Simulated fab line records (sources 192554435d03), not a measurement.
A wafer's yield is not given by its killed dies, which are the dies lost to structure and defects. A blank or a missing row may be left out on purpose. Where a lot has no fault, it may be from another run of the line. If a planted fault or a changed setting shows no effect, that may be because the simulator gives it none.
Split-lot trial	flow n5_finfet	39 wafers read from 7 lots, route of 1938 steps

ON THE SPLIT
At N5_BEOL_M2_DESCUM_33 (chemistry O2, time 7 s), the setting time_s was moved away from the recipe's 7 s on 12 of the 39 wafers read, by -58.4% to +56.9%. All remaining wafers had this setting at the recipe value.

The file shows no step between the split and the reading.

THE READING
CAR-EUV_of_BEOL_M2_COAT_22.thk_nm (the simulator's own value, which no gauge read), in nm, at N5_BEOL_M2_ETCH_77 (etches underlayer in N2/H2, target depth 6.5 nm, time 5.2 s). No usual value for it is given in the file. Here, 27 wafers ran the recipe; their average is 20.3 nm with a standard deviation of 0.13 nm.

wafer	tool, chamber at the split	time_s as run, s	against the recipe	CAR-EUV_of_BEOL_M2_COAT_22.thk_nm, nm	against lot-mates on the recipe
L077.1	rie_diel-02, 2	9.299	+32.8%	19.2	-1.1
L077.3	rie_diel-02, 3	9.299	+32.8%	19.2	-1.1
L077.5	rie_diel-02, 2	9.299	+32.8%	19.2	-1.1
L077.2	rie_diel-02, 0,1	7	recipe	20.4	-
L077.4	rie_diel-02, 0,1	7	recipe	20.4	-
L077.6	rie_diel-02, 3	7	recipe	20.2	-
L088.1	rie_diel-01, 1	7	recipe	20.4	-
L088.4	rie_diel-01, 0,2,3,2	7	recipe	20.4	-
L088.6	rie_diel-01, 1	7	recipe	20.4	-
L088.2	rie_diel-01, 0,2,3,2	7	recipe	20.2	-
L088.3	rie_diel-01, 0,2,3,2	7	recipe	20.2	-
L088.5	rie_diel-01, 0,2,3,2	7	recipe	20.2	-
L089.1	rie_diel-04, 0,2,0,2	7	recipe	20.2	-
L089.3	rie_diel-04, 0,2,0,2	7	recipe	20.2	-
L089.4	rie_diel-04, 0,2,0,2	7	recipe	20.2	-
L089.5	rie_diel-04, 0,2,0,2	7	recipe	20.2	-
L089.2	rie_diel-04, 3	7	recipe	20.4	-
L089.6	rie_diel-04, 3	7	recipe	20.4	-
L090.1	rie_diel-04, 2,0	7	recipe	20.2	-
L090.2	rie_diel-04, 3	7	recipe	20.4	-
L090.4	rie_diel-04, 2,0	7	recipe	20.4	-
L090.3	rie_diel-04, 0,3	2.915	-58.4%	22.4	+2.1
L090.5	rie_diel-04, 0,3	2.915	-58.4%	22.4	+2.1
L090.6	rie_diel-04, 2	2.915	-58.4%	22.2	+1.9
L092.1	rie_diel-02, 1,0,1	7	recipe	20.2	-
L092.6	rie_diel-02, 1,0,1	7	recipe	20.2	-
L092.2	rie_diel-02, 3,0	4.316	-38.3%	21.6	+1.3
L092.4	rie_diel-02, 3	4.316	-38.3%	21.6	+1.3
L092.3	rie_diel-02, 1,0,1	7	recipe	20.4	-
L092.5	rie_diel-02, 3,0	4.316	-38.3%	21.8	+1.5
L093.1	rie_diel-04, 3	7	recipe	20.2	-
L093.2	rie_diel-04, 0,3	7	recipe	20.2	-
L093.5	rie_diel-04, 0,3	7	recipe	20.2	-
L093.3	rie_diel-04, 2,0,2	10.98	+56.9%	18	-2.2
L093.6	rie_diel-04, 2,0,2	10.98	+56.9%	18	-2.2
L093.4	rie_diel-04, 2,0,2	10.98	+56.9%	18.2	-2.0
L096.3	rie_diel-04, 3	7	recipe	20.6	-
L096.6	rie_diel-04, 1	7	recipe	20.6	-
L096.4	rie_diel-04, 0	7	recipe	20.4	-
The file does not say which wafer passed through which chamber wherever a row lists several chambers: such a row stands for several wafers.

THE FIT
A straight line over all 39 wafers: CAR-EUV_of_BEOL_M2_COAT_22.thk_nm changes by -0.0364 nm for each +1% of time_s; r = -0.99; the points scatter about the line by 0.13 nm.
The same after taking each lot's own level away (the mean of its wafers on the recipe; 39 wafers): -0.0358 nm for each +1%; r = -0.99; scatter 0.098 nm.
That fit puts the effect of the largest move of time_s on the reading at 2.1 nm.
The lots' own levels span 20.20 to 20.53 nm, that is 2.7 times the standard deviation above.
The two slopes are in agreement: the lot-to-lot level therefore moves the slope only a little.
Check: with one of the wafers moved furthest among these (-58.4%) left out of the fit, the line predicts +2.08 nm for it against its lot-mates. Against them it came out at +2.07 nm.

ADDITIONAL SPLITS CARRIED BY THESE WAFERS
Note: prior to the reading, these wafers also went through further splits. Each is held against what the fit with the lots' levels taken away leaves over:
other split on the same wafers	wafers away from the commonest value	r with CAR-EUV_of_BEOL_M2_COAT_22.thk_nm (lot level and that fit taken away)
N5_ZERO_LAYER_PECVD_02 time_s	12	+0.07
N5_DUMMY_GATE_CVD_03 time_s	24	+0.20
N5_SDB_ALD_29 ald_cycles	9	+0.07
N5_BEOL_M0_SAQP_SPACER2_ALD_26 target_thk_a	12	-0.05

THE WHOLE CHAIN: every reading that the file lists as answering this split, in the file's order
step	what it does	reading	change (the file's fit)	r (the file's)
N5_BEOL_M2_DESCUM_33	chemistry O2, time 7 s	CAR-EUV_of_BEOL_M2_COAT_22.thk_nm (the simulator's own value, which no gauge read)	-0.0351 nm for each +1% of the setting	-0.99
N5_BEOL_M2_ETCH_77	etches underlayer in N2/H2, target depth 6.5 nm, time 5.2 s	CAR-EUV_of_BEOL_M2_COAT_22.thk_nm (the simulator's own value, which no gauge read)	-0.0358 nm for each +1% of the setting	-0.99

THE FILE'S OWN FIT
CAR-EUV_of_BEOL_M2_COAT_22.thk_nm changes by -0.0358 nm for each +1% of time_s, r = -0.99.
